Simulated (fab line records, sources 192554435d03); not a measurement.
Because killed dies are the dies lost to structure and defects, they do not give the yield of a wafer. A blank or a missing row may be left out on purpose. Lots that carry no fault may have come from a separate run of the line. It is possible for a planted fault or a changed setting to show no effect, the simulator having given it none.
Chamber matching | flow n5Finfet | N5_BEOL_M0_SAQP_DESCUM_19 on rieDiel-04 has 4 sister chambers
The step chemistry O2, time 7.9 s. 4 wafers are shown with their chamber, then 7 later ones without.

WAFERS, EACH WITH ITS CHAMBER
wafer  | chamber | throttleValvePct (%)
L083.4 | 2       | 20.8
L084.2 | 3       | 20.3
L090.1 | 0       | 20.8
L090.2 | 1       | 20.1

WAFERS WITHOUT THEIR CHAMBER
wafer  | throttleValvePct (%)
L090.6 | 19.9
L096.1 | 20.1
L096.4 | 20.8
L096.5 | 20.8
L097.1 | 20.1
L097.4 | 20.8
L097.6 | 19.9

THE CHAMBER EACH PASSED THROUGH
wafer  | from the rows above     | in truth
L090.6 | can't be placed: 1 or 3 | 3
L096.1 | can't be placed: 1 or 3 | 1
L096.4 | can't be placed: 0 or 2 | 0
L096.5 | can't be placed: 0 or 2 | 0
L097.1 | can't be placed: 1 or 3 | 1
L097.4 | can't be placed: 0 or 2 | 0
L097.6 | can't be placed: 1 or 3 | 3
Correctly placed: 0 of 7. From these rows, 7 cannot be placed; in 7 the true chamber is one of the candidates. Number placed wrongly: 0.
How it was worked out, from the rows above alone: a wafer's distance from a chamber is the root of the sum, over the readings, of the square of ((its reading less the chamber's mean) divided by the reading's scatter). The wafer belongs to the nearest chamber; if the next one is less than 2 further off, it can't be placed. For every chamber, the mean is computed from those of its wafers that are shown. The scatter (one wafer shown for each chamber): square how far every hidden wafer sits from the nearest shown wafer, average those squares and take the square root.
